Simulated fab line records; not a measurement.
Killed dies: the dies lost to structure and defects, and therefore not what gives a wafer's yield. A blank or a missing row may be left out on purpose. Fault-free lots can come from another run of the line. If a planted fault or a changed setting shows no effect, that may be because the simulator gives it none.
Which of the tools did it?	flow nand_harc	14 lots with 42 wafers sampled at 4 steps, on a route of 1302 steps

WHAT EACH GAUGE READ, for each wafer
No reading from a measuring or inspecting step in the record can be judged against a usual standard deviation.

WHAT TOOL EACH LOT RAN ON (gives the tool, then ch and the chambers of the sampled wafers, and finally the start)
lot	NHARC_P_ZERO_WELL_PEB_09	NHARC_P_ZERO_WELL_DESCUM_54	NHARC_P_GATE_STRIP_111	NHARC_P_GATE_STRIP_76
L911	litho_track-05 ch 0, day 2 17:02	rie_diel-08 ch 0,3, day 2 21:50	plasma_asher-02 ch 0,1, day 6 07:46	plasma_asher-01 ch 1, day 6 09:40
L912	litho_track-05 ch 0, day 3 03:09	rie_diel-09 ch 0,1,2, day 3 08:13	plasma_asher-02 ch 0,1, day 7 01:27	plasma_asher-02 ch 0,1, day 7 03:29
L913	litho_track-05 ch 0, day 3 13:09	rie_diel-03 ch 1,2,3, day 3 17:46	plasma_asher-02 ch 0, day 7 05:32	plasma_asher-01 ch 0,1, day 7 07:33
L915	litho_track-05 ch 0, day 4 09:02	rie_diel-08 ch 0,3, day 4 13:55	plasma_asher-02 ch 0,1, day 8 00:59	plasma_asher-02 ch 0,1, day 8 03:10
L917	litho_track-07 ch 0, day 5 05:03	rie_diel-08 ch 0,1,3, day 5 10:03	plasma_asher-01 ch 0,1, day 9 05:37	plasma_asher-02 ch 0,1, day 9 07:35
L918	litho_track-05 ch 0, day 5 15:09	rie_diel-09 ch 0,2,3, day 5 21:14	plasma_asher-01 ch 0,1, day 9 10:01	plasma_asher-01 ch 0,1, day 9 12:02
L919	litho_track-02 ch 0, day 6 01:02	rie_diel-08 ch 0,1,3, day 6 05:59	plasma_asher-01 ch 0,1, day 9 23:36	plasma_asher-02 ch 0,1, day 10 01:29
L920	litho_track-05 ch 0, day 6 11:10	rie_diel-03 ch 0,2, day 6 15:57	plasma_asher-01 ch 0,1, day 10 00:10	plasma_asher-02 ch 0,1, day 10 02:01
L921	litho_track-05 ch 0, day 6 21:10	rie_diel-03 ch 1,2,3, day 7 02:08	plasma_asher-01 ch 0,1, day 10 08:49	plasma_asher-02 ch 0,1, day 10 10:50
L922	litho_track-07, day 7 07:10	rie_diel-08 ch 1,2,3, day 7 12:02	-	-
L923	litho_track-05, day 7 17:10	rie_diel-09 ch 0,1,2, day 7 23:14	-	-
L926	litho_track-05 ch 0, day 8 23:02	rie_diel-03 ch 0,2, day 9 06:34	plasma_asher-02 ch 0,1, day 12 16:17	plasma_asher-02 ch 0,1, day 12 18:19
L930	litho_track-07 ch 0, day 10 15:03	rie_diel-09 ch 1,2, day 10 19:49	plasma_asher-01 ch 0,1, day 14 13:14	plasma_asher-02 ch 0,1, day 14 15:01
L931	litho_track-05 ch 0, day 11 01:04	rie_diel-03 ch 0,2,3, day 11 06:50	plasma_asher-01 ch 0,1, day 14 21:03	plasma_asher-01 ch 0,1, day 14 22:48
- NHARC_P_ZERO_WELL_PEB_09: peb time 80 s.
- NHARC_P_ZERO_WELL_DESCUM_54: chemistry O2, time 3 s.
- NHARC_P_GATE_STRIP_111: strips in N2/H2, time 250 s.
- NHARC_P_GATE_STRIP_76: strips in O2.

AS READ BY THE TOOLS THEMSELVES (means over the sampled wafers that have a number; for cases with no such wafer, the mark the record gives instead)
NHARC_P_ZERO_WELL_PEB_09. Usual: chill_plate_temp_C 22.98 C, standard deviation 0.12; exhaust_pa 44.7 Pa, standard deviation 0.96; heater_power_total_W 189.7 W, standard deviation 0.76.
lot	tool	chill_plate_temp_C (C)	exhaust_pa (Pa)	heater_power_total_W (W)	flag
L911	litho_track-05	22.96	44.4	190.1	
L912	litho_track-05	22.93	45.0	189.8	
L913	litho_track-05	23.06	44.2	189.3	
L915	litho_track-05	23.09	43.7	189.5	
L917	litho_track-07	22.92	44.3	189.0	
L918	litho_track-05	22.83	44.7	190.1	
L919	litho_track-02	23.08	45.8	190.0	
L920	litho_track-05	23.01	44.1	189.7	
L921	litho_track-05	22.88	43.9	189.8	
L922	litho_track-07	-	-	-	OFF
L923	litho_track-05	-	-	-	OFF
L926	litho_track-05	22.96	44.3	190.1	
L930	litho_track-07	22.98	44.6	190.4	
L931	litho_track-05	23.09	45.6	188.7	

NHARC_P_ZERO_WELL_DESCUM_54. Usual: drypump_motor_current_A 5.5 A, standard deviation 0.41; oes_product_au 1.003 a.u., standard deviation 0.011; rf_vpp_V 57.8 V, standard deviation 0.8; showerhead_plenum_p_Torr 1.93 Torr, standard deviation 0.079; throttle_valve_pct 11.311 %, standard deviation 0.0088.
lot	tool	drypump_motor_current_A (A)	oes_product_au (a.u.)	rf_vpp_V (V)	showerhead_plenum_p_Torr (Torr)	throttle_valve_pct (%)	flag
L911	rie_diel-08	5.4	1.004	58.7	1.98	11.310	
L912	rie_diel-09	5.6	0.999	57.1	1.95	11.316	
L913	rie_diel-03	5.5	1.010	57.4	1.87	11.310	
L915	rie_diel-08	5.2	0.998	58.6	1.98	11.308	
L917	rie_diel-08	5.4	0.998	58.6	2.01	11.309	
L918	rie_diel-09	6.0	0.994	57.9	1.95	11.319	
L919	rie_diel-08	5.4	1.007	57.7	2.01	11.317	
L920	rie_diel-03	5.1	1.004	57.6	1.89	11.316	
L921	rie_diel-03	5.5	1.015	58.2	1.86	11.309	
L922	rie_diel-08	5.4	1.002	58.2	1.96	11.311	
L923	rie_diel-09	5.7	0.989	57.8	1.94	11.309	
L926	rie_diel-03	5.0	1.003	58.3	1.89	11.320	
L930	rie_diel-09	5.5	0.992	58.5	1.96	11.312	
L931	rie_diel-03	5.2	1.009	57.2	1.84	11.314	

NHARC_P_GATE_STRIP_111. Usual: drypump_motor_current_A 5.72 A, standard deviation 0.26; heater_power_w 87.5 W, standard deviation 2.8.
lot	tool	drypump_motor_current_A (A)	heater_power_w (W)	flag
L911	plasma_asher-02	5.61	85.7	
L912	plasma_asher-02	5.59	87.2	
L913	plasma_asher-02	5.40	88.2	
L915	plasma_asher-02	5.59	86.7	
L917	plasma_asher-01	5.82	87.8	
L918	plasma_asher-01	5.81	89.4	
L919	plasma_asher-01	5.81	88.3	
L920	plasma_asher-01	5.83	89.5	
L921	plasma_asher-01	5.67	89.8	
L926	plasma_asher-02	5.61	88.6	
L930	plasma_asher-01	5.66	88.0	
L931	plasma_asher-01	5.83	89.5	

NHARC_P_GATE_STRIP_76. Usual: drypump_motor_current_A 5.72 A, standard deviation 0.26; heater_power_w 327 W, standard deviation 10.
lot	tool	drypump_motor_current_A (A)	heater_power_w (W)	flag
L911	plasma_asher-01	5.96	329	
L912	plasma_asher-02	5.80	320	
L913	plasma_asher-01	5.81	333	
L915	plasma_asher-02	5.61	326	
L917	plasma_asher-02	5.79	316	
L918	plasma_asher-01	5.67	337	
L919	plasma_asher-02	5.61	321	
L920	plasma_asher-02	5.59	321	
L921	plasma_asher-02	5.79	315	
L926	plasma_asher-02	5.78	316	
L930	plasma_asher-02	5.80	323	
L931	plasma_asher-01	5.83	330	

THE ANSWER, worked out from the rows above alone
Rule: a lot is off if the mean of its wafers that have a number lies more than 3 standard deviations from the usual mean. A lot without any number at a reading at which 4 lots or more have one is off too. Where the step has rows for the other lots, those lots are counted as sound. The gauges are gone through in route order, then the tools' own readings, and for those a lot's mean is taken as printed above. The first step at which some lot is off is used, and at that step the reading that is off furthest; a lot without a number counts as furthest.
Off: L922, L923, at NHARC_P_ZERO_WELL_PEB_09 (chill_plate_temp_C). Without a number there: L922, L923.
If a tool, at that step or one of the process steps before it, ran each lot that is off and ran no sound lot following the first of them, it fits. Of those tried, none fits.

WHAT THE SIMULATOR HAD INSERTED
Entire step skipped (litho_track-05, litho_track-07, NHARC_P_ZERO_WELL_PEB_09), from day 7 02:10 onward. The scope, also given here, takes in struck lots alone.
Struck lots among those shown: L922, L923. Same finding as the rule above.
